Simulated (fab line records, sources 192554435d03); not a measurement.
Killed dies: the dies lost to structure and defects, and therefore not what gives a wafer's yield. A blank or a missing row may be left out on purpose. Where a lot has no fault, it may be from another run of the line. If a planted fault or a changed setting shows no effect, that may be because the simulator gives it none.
Chamber matching || flow n5 finfet || N5_BEOL_M11_PECVD_70 on pecvd-03: 3 sister chambers
The step deposits SiO2 from TEOS/O2, target thk 20 nm, time 22.7 s. 6 wafers are shown with their chamber, then 8 later ones without.

WAFERS, EACH WITH ITS CHAMBER
{"wafer": "L078.2", "chamber": 2, "throttle valve pct (%)": 20.8, "showerhead plenum p Torr (Torr)": 8.75}
{"wafer": "L078.5", "chamber": 1, "throttle valve pct (%)": 23.3, "showerhead plenum p Torr (Torr)": 8.87}
{"wafer": "L082.1", "chamber": 0, "throttle valve pct (%)": 22.6, "showerhead plenum p Torr (Torr)": 8.76}
{"wafer": "L082.2", "chamber": 1, "throttle valve pct (%)": 23.1, "showerhead plenum p Torr (Torr)": 8.88}
{"wafer": "L082.5", "chamber": 2, "throttle valve pct (%)": 20.9, "showerhead plenum p Torr (Torr)": 8.75}
{"wafer": "L090.1", "chamber": 0, "throttle valve pct (%)": 23.0, "showerhead plenum p Torr (Torr)": 8.77}

WAFERS WITH NO CHAMBER GIVEN
{"wafer": "L090.3", "throttle valve pct (%)": 21.0, "showerhead plenum p Torr (Torr)": 8.74}
{"wafer": "L090.4", "throttle valve pct (%)": 23.3, "showerhead plenum p Torr (Torr)": 8.90}
{"wafer": "L093.2", "throttle valve pct (%)": 21.1, "showerhead plenum p Torr (Torr)": 8.75}
{"wafer": "L093.5", "throttle valve pct (%)": 23.0, "showerhead plenum p Torr (Torr)": 8.88}
{"wafer": "L093.6", "throttle valve pct (%)": 21.1, "showerhead plenum p Torr (Torr)": 8.77}
{"wafer": "L096.1", "throttle valve pct (%)": 21.5, "showerhead plenum p Torr (Torr)": 8.77}
{"wafer": "L096.2", "throttle valve pct (%)": 22.9, "showerhead plenum p Torr (Torr)": 8.76}
{"wafer": "L096.5", "throttle valve pct (%)": 21.3, "showerhead plenum p Torr (Torr)": 8.76}

WHICH CHAMBER EACH WENT THROUGH
{"wafer": "L090.3", "from the rows above": 2, "in truth": 2}
{"wafer": "L090.4", "from the rows above": 1, "in truth": 1}
{"wafer": "L093.2", "from the rows above": 2, "in truth": 2}
{"wafer": "L093.5", "from the rows above": 1, "in truth": 1}
{"wafer": "L093.6", "from the rows above": 2, "in truth": 2}
{"wafer": "L096.1", "from the rows above": 2, "in truth": 2}
{"wafer": "L096.2", "from the rows above": 0, "in truth": 0}
{"wafer": "L096.5", "from the rows above": 2, "in truth": 2}
Correctly placed: 8 of 8. Left unplaced by these rows: 0. 0 placed wrongly.
How it was worked out, from the rows above alone: a wafer's distance from a chamber is the root of the sum, over the readings, of the square of ((its reading less the chamber's mean) divided by the reading's scatter). The wafer belongs to the nearest chamber; if the next one is less than 2 further off, it can't be placed. A chamber's mean is the mean of its shown wafers. The scatter is the square root of a quotient: the sum, over the shown wafers, of each reading's squared deviation from its chamber's mean, divided by wafers minus chambers.
